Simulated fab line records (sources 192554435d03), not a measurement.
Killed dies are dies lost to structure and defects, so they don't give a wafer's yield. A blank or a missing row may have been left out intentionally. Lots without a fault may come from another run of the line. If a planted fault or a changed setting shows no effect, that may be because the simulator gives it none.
fab line records + flow n5_finfet
record:
- lots: 7
- wafers: 39
route steps=1938 shown DUMMY_GATE@237 SD_EPI_N@278 HKMG_FIN@413 MOL_CONTACT_COAG@544 BEOL_M4@1111
start_h: the number of hours between the record's first day and the start of the first shown wafer of the lot + wait_h: hours from the lot's prior step to this one + " the same as in the row above + L1.1+2: several wafers, shown together as one row + - value missing, or start not given + * or withheld: withheld + < > ~ a bound
route shown NAME@n: names a module that has steps shown in the file, with the first one's number in the route + usual: the fault-free wafers' mean and standard deviation + same: alike in all rows + chamber/n: place in a boat + sites: the reading at each site + _std_site: their standard deviation + _edge_site: mean of outer sites minus mean of inner sites + radius_mm: how far each site lies from the wafer's centre + mask NAME#n: copy n + behind: the last tool/chamber to shape the wafer + hold: what put the lot on hold/how long, in hours/how the hold closed + device: transistor that didn't switch, given as n, p or np + end of line: the same wafers' tests at the end of the route + a step with no rows: only its recipe + killed: at the first sort, the dies lost to defects and structure; wafer yield is something else + map: the dies of a wafer, with x for killed, . for not killed, _ for no die there
set.NAME: the setting that was run; set.NAME@STEP: the one run at that earlier step + model.NAME: the simulator's own value behind a step, which no gauge read
lots run with intentionally changed settings; tables by step, rows by wafer
== steps ==
step: N5_DUMMY_GATE_ETCH_37
recipe:
- chemistry: N2/H2
- target: SOC
- target_depth_a: 600
- overetch_a: 300
- temp_c: 40
- ion_energy_ev: 200
- pressure_mtorr: 30
- source_w: 840
- bias_w: 150
- n2_flow_sccm: 200
- h2_flow_sccm: 200
step: N5_DUMMY_GATE_ETCH_32
recipe:
- chemistry: CF4
- target: SiO2
- target_depth_a: 35
- time_s: 3.9
- ion_energy_ev: 350
- pressure_mtorr: 10
- icp_w: 800
- bias_w: 400
- cf4_flow_sccm: 80
step: N5_DUMMY_GATE_ETCH_42
recipe:
- chemistry: CHF3/O2
- target: SiO2
- target_depth_a: 35
- time_s: 31
- ion_energy_ev: 30
- bias_w: 12
- pressure_mtorr: 30
- source_w: 600
- Ar_flow_sccm: 200
- CHF3_flow_sccm: 50
- O2_flow_sccm: 5
step: N5_SD_EPI_N_ETCH_45
recipe:
- chemistry: CH3F/O2
- target: SiOCN
- target_depth_a: 60
- mask_material: SOC
- ion_energy_ev: 60
- bias_w: 29
- pressure_mtorr: 15
- source_w: 410
- Ar_flow_sccm: 150
- CH3F_flow_sccm: 30
- O2_flow_sccm: 20
step: N5_HKMG_FIN_CVD_62
recipe:
- material: a-Si
- target_thk_a: 30
- temp_c: 500
- precursor: Si2H6
- pressure_torr: 1
- time_s: 20.8
step: N5_HKMG_FIN_ETCH_32
recipe:
- chemistry: N2/H2
- target: SOC
- target_depth_a: 2400
- temp_c: 40
- time_s: 300
- ion_energy_ev: 200
- mask_material: SiARC
- pressure_mtorr: 30
- source_w: 840
- bias_w: 150
- n2_flow_sccm: 200
- h2_flow_sccm: 200
step: N5_HKMG_FIN_ETCHBACK_68
recipe:
- chemistry: Cl2/Ar
- stop_on: HfO2
- target_depth_a: 5
- pressure_mtorr: 10
- icp_w: 600
- bias_w: 60
- Cl2_flow_sccm: 40
- Ar_flow_sccm: 60
step: N5_MOL_CONTACT_COAG_ALD_20
recipe:
- material: TiN
- target_thk_a: 15
- temp_c: 400
- ald_precursor_family: TiCl4
- ald_co_reactant: NH3
- pulse_time_s: 1
- purge_time_s: 3
- co_reactant_purge_time_s: 2
- co_reactant_pulse_time_s: 2
- ald_cycles: 68
- pressure_torr: 3
step: N5_BEOL_M4_RC_MEAS_101
usual:
- ION_N: 670/12
- VT_N: 251/3.5
- VT_N_LONG: 275.5/2.2
- VT_P_LVT: -100.5/2.7
| lot.wafer | tool      | chamber | start_h | wait_h | set.source_w@DUMMY_GATE_ETCH_37 | set.time_s@DUMMY_GATE_ETCH_32 | set.bias_w@DUMMY_GATE_ETCH_42 | set.target_depth_a@SD_EPI_N_ETCH_45 | set.temp_c@HKMG_FIN_CVD_62 | set.bias_w@HKMG_FIN_ETCH_32 | set.target_depth_a@HKMG_FIN_ETCHBACK_68 | set.co_reactant_pulse_time_s@MOL_CONTACT_COAG_ALD_20 | ION_N[uA/um] | VT_N[mV] | VT_N_LONG[mV] | VT_P_LVT[mV] |
|-----------|-----------|---------|---------|--------|---------------------------------|-------------------------------|-------------------------------|-------------------------------------|----------------------------|-----------------------------|-----------------------------------------|------------------------------------------------------|--------------|----------|---------------|--------------|
| L074.1    | prober-01 | 0       | 168.81  | 0.0    | 840                             | 3.9                           | 12                            | 60                                  | 511.7                      | 150                         | 5                                       | 2.21                                                 | 467          | 343      | 368.5         | -51.7        |
| L074.2    | "         | 0       | "       | "      | 840                             | 3.9                           | 10.88                         | 60                                  | 500                        | 150                         | 5                                       | 2                                                    | 684          | 245      | 273.9         | -95.0        |
| L074.3    | "         | 0       | "       | "      | 840                             | 3.9                           | 12                            | 65.34                               | 511.7                      | 125.5                       | 5                                       | 2                                                    | 469          | 344      | 364.9         | -51.4        |
| L074.4    | "         | 0       | "       | "      | 840                             | 3.9                           | 10.88                         | 65.34                               | 511.7                      | 125.5                       | 5.207                                   | 2.21                                                 | 467          | 341      | 367.8         | -51.0        |
| L074.5    | "         | 0       | "       | "      | 840                             | 3.9                           | 12                            | 65.34                               | 500                        | 150                         | 5.207                                   | 2                                                    | 679          | 248      | 274.6         | -95.8        |
| L074.6    | "         | 0       | "       | "      | 840                             | 3.9                           | 10.88                         | 60                                  | 500                        | 125.5                       | 5.207                                   | 2.21                                                 | 664          | 253      | 273.9         | -100.1       |
| L077.1    | prober-01 | 0       | 190.73  | 0.0    | 840                             | 3.367                         | 12                            | 55.57                               | 515                        | 150                         | 5                                       | 2                                                    | 342          | 407      | 426.8         | -33.9        |
| L077.2    | "         | 0       | "       | "      | 740.4                           | 3.367                         | 12                            | 55.57                               | 500                        | 150                         | 4.39                                    | 2                                                    | 651          | 253      | 278.0         | -99.1        |
| L077.3    | "         | 0       | "       | "      | 840                             | 3.367                         | 10.35                         | 60                                  | 500                        | 150                         | 5                                       | 1.858                                                | 660          | 252      | 275.9         | -99.0        |
| L077.4    | "         | 0       | "       | "      | 740.4                           | 3.9                           | 10.35                         | 55.57                               | 515                        | 150                         | 4.39                                    | 1.858                                                | 349          | 402      | 434.6         | -30.9        |
| L077.5    | "         | 0       | "       | "      | 840                             | 3.9                           | 12                            | 60                                  | 500                        | 150                         | 4.39                                    | 1.858                                                | 683          | 248      | 277.8         | -98.0        |
| L077.6    | "         | 0       | "       | "      | 740.4                           | 3.9                           | 10.35                         | 60                                  | 515                        | 150                         | 5                                       | 2                                                    | 335          | 409      | 426.9         | -34.9        |
| L081.1    | prober-01 | 0       | 224.37  | 0.0    | 840                             | 3.9                           | 12                            | 60                                  | 487.9                      | 161                         | 4.656                                   | 2                                                    | 657          | 258      | 275.5         | -105.3       |
| L081.2    | "         | 0       | "       | "      | 840                             | 3.9                           | 10.73                         | 60                                  | 500                        | 161                         | 5                                       | 2                                                    | 665          | 253      | 274.2         | -102.5       |
| L081.3    | "         | 0       | "       | "      | 840                             | 3.9                           | 10.73                         | 60                                  | 487.9                      | 150                         | 5                                       | 2                                                    | 687          | 247      | 274.6         | -99.5        |
| L081.4    | "         | 0       | "       | "      | 840                             | 4.263                         | 12                            | 60                                  | 487.9                      | 150                         | 5                                       | 2                                                    | 674          | 253      | 275.5         | -102.0       |
| L081.5    | "         | 0       | "       | "      | 840                             | 4.263                         | 12                            | 60                                  | 500                        | 161                         | 4.656                                   | 2                                                    | 681          | 248      | 274.0         | -100.0       |
| L081.6    | "         | 0       | "       | "      | 840                             | 4.263                         | 10.73                         | 60                                  | 500                        | 150                         | 4.656                                   | 2                                                    | 670          | 255      | 275.0         | -103.6       |
| L084.1    | prober-01 | 0       | 231.89  | 0.0    | 840                             | 3.9                           | 12                            | 60                                  | 500                        | 150                         | 5                                       | 2                                                    | 684          | 247      | 272.7         | -98.6        |
| L084.4    | "         | 0       | "       | "      | 840                             | 3.9                           | 12                            | 60                                  | 500                        | 150                         | 5                                       | 2                                                    | 677          | 247      | 272.9         | -97.9        |
| L084.6    | "         | 0       | "       | "      | 840                             | 3.9                           | 12                            | 60                                  | 500                        | 150                         | 5                                       | 2                                                    | 682          | 249      | 272.6         | -97.3        |
| L085.1    | prober-02 | 0       | 240.08  | 0.0    | 840                             | 3.9                           | 12                            | 60                                  | 500                        | 150                         | 4.659                                   | 2                                                    | 685          | 246      | 276.3         | -99.8        |
| L085.2    | "         | 0       | "       | "      | 985.4                           | 3.9                           | 12                            | 67.21                               | 522.2                      | 150                         | 4.659                                   | 2                                                    | 227          | 463      | 484.2         | -16.9        |
| L085.3    | "         | 0       | "       | "      | 840                             | 3.9                           | 12                            | 67.21                               | 500                        | 158                         | 5                                       | 2                                                    | 685          | 245      | 276.3         | -99.8        |
| L085.4    | "         | 0       | "       | "      | 985.4                           | 3.9                           | 12                            | 60                                  | 500                        | 158                         | 5                                       | 2                                                    | 659          | 254      | 278.8         | -102.6       |
| L085.5    | "         | 0       | "       | "      | 840                             | 3.9                           | 12                            | 67.21                               | 522.2                      | 158                         | 4.659                                   | 2                                                    | 235          | 456      | 493.5         | -13.1        |
| L085.6    | "         | 0       | "       | "      | 985.4                           | 3.9                           | 12                            | 60                                  | 522.2                      | 150                         | 5                                       | 2                                                    | 228          | 466      | 485.5         | -16.0        |
| L091.1    | prober-01 | 0       | 283.24  | 0.0    | 730.4                           | 3.9                           | 12                            | 60                                  | 489.1                      | 132.3                       | 4.705                                   | 2                                                    | 661          | 254      | 276.9         | -101.0       |
| L091.2    | "         | 0       | "       | "      | 840                             | 4.743                         | 13.97                         | 60                                  | 489.1                      | 150                         | 4.705                                   | 2.31                                                 | 690          | 248      | 275.5         | -96.9        |
| L091.3    | "         | 0       | "       | "      | 840                             | 3.9                           | 13.97                         | 52.35                               | 500                        | 132.3                       | 4.705                                   | 2                                                    | 671          | 250      | 274.3         | -97.8        |
| L091.4    | "         | 0       | "       | "      | 840                             | 4.743                         | 12                            | 52.35                               | 489.1                      | 132.3                       | 5                                       | 2.31                                                 | 653          | 255      | 276.3         | -100.0       |
| L091.5    | "         | 0       | "       | "      | 730.4                           | 3.9                           | 12                            | 60                                  | 500                        | 150                         | 5                                       | 2                                                    | 665          | 251      | 277.0         | -100.4       |
| L091.6    | "         | 0       | "       | "      | 730.4                           | 4.743                         | 13.97                         | 52.35                               | 500                        | 150                         | 5                                       | 2.31                                                 | 673          | 252      | 276.1         | -97.4        |
| L095.1    | prober-01 | 0       | 304.86  | 0.0    | 888.6                           | 3.9                           | 12                            | 60                                  | 500                        | 150                         | 5                                       | 2                                                    | 654          | 252      | 272.7         | -104.2       |
| L095.2    | "         | 0       | "       | "      | 888.6                           | 3.478                         | 12                            | 60                                  | 500                        | 162.7                       | 5                                       | 2.47                                                 | 665          | 251      | 271.9         | -103.0       |
| L095.3    | "         | 0       | "       | "      | 840                             | 3.478                         | 13.54                         | 60                                  | 500                        | 150                         | 5.346                                   | 2                                                    | 667          | 252      | 273.9         | -103.8       |
| L095.4    | "         | 0       | "       | "      | 888.6                           | 3.478                         | 13.54                         | 60                                  | 500                        | 162.7                       | 5.346                                   | 2.47                                                 | 671          | 249      | 273.9         | -100.8       |
| L095.5    | "         | 0       | "       | "      | 840                             | 3.9                           | 13.54                         | 60                                  | 500                        | 162.7                       | 5                                       | 2                                                    | 659          | 253      | 273.5         | -104.1       |
| L095.6    | "         | 0       | "       | "      | 840                             | 3.9                           | 12                            | 60                                  | 500                        | 150                         | 5.346                                   | 2.47                                                 | 661          | 251      | 271.1         | -101.9       |
== key ==
split:
- step: N5_DUMMY_GATE_ETCH_37
- setting: source_w
- stated_as: 840
response none clear
split:
- step: N5_DUMMY_GATE_ETCH_32
- setting: time_s
- stated_as: 3.9
response none clear
split:
- step: N5_DUMMY_GATE_ETCH_42
- setting: bias_w
- stated_as: 12
response none clear
split:
- step: N5_SD_EPI_N_ETCH_45
- setting: target_depth_a
- stated_as: 60
response none clear
split:
- step: N5_HKMG_FIN_CVD_62
- setting: temp_c
- stated_as: 500
response:
- step: N5_BEOL_M4_RC_MEAS_101
- reading: VT_P_LVT
- slope: +15
- per: 1%
- together_with: all
- explained: 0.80
response:
- step: N5_BEOL_M4_RC_MEAS_101
- reading: ION_N
- slope: -75.4
- per: 1%
- together_with: all
- explained: 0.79
response:
- step: N5_BEOL_M4_RC_MEAS_101
- reading: VT_N
- slope: +35.7
- per: 1%
- together_with: all
- explained: 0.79
response:
- step: N5_BEOL_M4_RC_MEAS_101
- reading: VT_N_LONG
- slope: +35.2
- per: 1%
- together_with: all
- explained: 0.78
split:
- step: N5_HKMG_FIN_ETCH_32
- setting: bias_w
- stated_as: 150
response none clear
split:
- step: N5_HKMG_FIN_ETCHBACK_68
- setting: target_depth_a
- stated_as: 5
response none clear
split:
- step: N5_MOL_CONTACT_COAG_ALD_20
- setting: co_reactant_pulse_time_s
- stated_as: 2
response none clear
